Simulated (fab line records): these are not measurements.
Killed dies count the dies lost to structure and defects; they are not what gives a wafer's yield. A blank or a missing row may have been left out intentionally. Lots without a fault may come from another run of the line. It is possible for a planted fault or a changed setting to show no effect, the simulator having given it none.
A struck lot beside a sound one || flow n5Finfet || 35 out of 1938 route steps
Sound: these wafers, L964.1, L964.2, L964.3. Struck: wafer L972.2. (L972.1, L972.4 of the same lot were not struck and are left out.) The cause comes at the end.
Each step with rows lists, per side, the tool, then ch with its chambers, then its first start. Under that, the readings that differ: sound wafers || struck wafers || difference of the means || sigmas: that difference in standard deviations of wafers without a fault.
alike: readings with means less than 2 such deviations apart, plus words and numbers identical on both sides. not compared: withheld readings, readings lacking a value on some wafer, bounds such as >300 that could conceal the same value, and numbers that have no deviation in the record and whose values overlap.
A row with sigmas, a row that says differs or no value, or rows on one side alone: a step with any of these is where the two part. Numbers that don't overlap but have no deviation are shown without sigmas and don't part them. Lack of a reading on every wafer of one side parts them only where that side has two or more wafers.

first, 8 steps without rows for these wafers: N5_BEOL_M15_EXPOSE_25 (exposes mask M15, target cd 400 nm); N5_BEOL_M15_PEB_26 (peb time 90 s); N5_BEOL_M15_DEVELOP_27 (develop time 45 s); N5_BEOL_M15_HARDBAKE_32 (time 120 s); N5_BEOL_M15_DESCUM_33 (chemistry O2, time 7.9 s); N5_BEOL_M15_ETCH_61 (etches BARC in N2/H2, target depth 89 nm, overetch 26.7 nm, time 67.9 s); N5_BEOL_M15_TRENCH_ETCH_34 (etches SiO2 in C4F8/O2/Ar, target depth 872.93 nm, time 199 s); N5_BEOL_M15_STRIP_36 (strips in O2).
N5_BEOL_M15_STRIP_62: strips in O2.
  sound on rieDiel-04 ch 0,2,3, day 14 16:31; struck on rieDiel-04 ch 0, day 16 13:37
  alike: drypumpMotorCurrentA, oesProductAu, rfVppV, showerheadPlenumPTorr, throttleValvePct
  not compared: rfHoursCounterH
then, 25 steps without rows for these wafers: N5_BEOL_M15_STRIP_37 (strips in O2); N5_BEOL_M15_ETCH_38 (etches SiCN in CF4/N2, target depth 106.4 nm, time 120.5 s); N5_BEOL_M15_PRECLEAN_39 (cleans in residue remover, time 60 s); N5_BEOL_M15_SRD_40 (time 30 s, dry time 30 s); N5_BEOL_M15_DEGAS_41 (time 60 s); N5_BEOL_M15_PRE_CLEAN_42 (time 30 s); N5_BEOL_M15_SPUTTER_43 (material TaN, target thk 15 nm, time 24.19 s); N5_BEOL_M15_SPUTTER_44 (material Ta, target thk 15 nm, time 24.19 s); N5_BEOL_M15_SPUTTER_45 (material Cu, target thk 100 nm, time 16.67 s); N5_BEOL_M15_ECD_47 (material Cu, target thk 1860 nm); N5_BEOL_M15_ANNEAL_48 (time 90 s); N5_BEOL_M15_CMP_49 (polishes, stops on SiO2, t overpolish 4.9 s, target thk 850 nm); N5_BEOL_M15_PRE_CLEAN_52 (time 15 s); N5_BEOL_M15_DEP_53 (deposits SiCN from 3MS/NH3, target thk 50 nm, time 17.8 s); N5_PASSIVATION_PECVD_00 (deposits SiO2 from SiH4/N2O, target thk 200 nm, time 11.2 s); N5_MIM_BOT_DEGAS_01 (time 60 s); N5_MIM_BOT_SPUTTER_00 (material TiN, target thk 35 nm, time 89.7 s); N5_MIM_TOP_ALD_00 (deposits Al2O3, purge time 3 s, co reactant pulse time 3 s); N5_MIM_TOP_ALD_01 (deposits HfO2, target thk 5.6 nm, pulse time 1 s, purge time 3 s); N5_MIM_TOP_ALD_02 (deposits Al2O3, purge time 3 s, co reactant pulse time 3 s); N5_MIM_TOP_DEGAS_04 (time 60 s); N5_MIM_TOP_SPUTTER_03 (material TiN, target thk 35 nm, time 89.7 s); N5_MIM_TOP_LITHO_HMDS_01 (time 60 s); N5_MIM_TOP_LITHO_COAT_02; N5_MIM_TOP_LITHO_EBR_04.
N5_PASSIVATION_PROBE_49:
  record: rows for the struck wafers here (prober-01, day 17 11:13), none for the sound ones

== WHERE THEY PART ==
N5_PASSIVATION_PROBE_49 only, going by this record.

WHY: whatever the simulator had introduced
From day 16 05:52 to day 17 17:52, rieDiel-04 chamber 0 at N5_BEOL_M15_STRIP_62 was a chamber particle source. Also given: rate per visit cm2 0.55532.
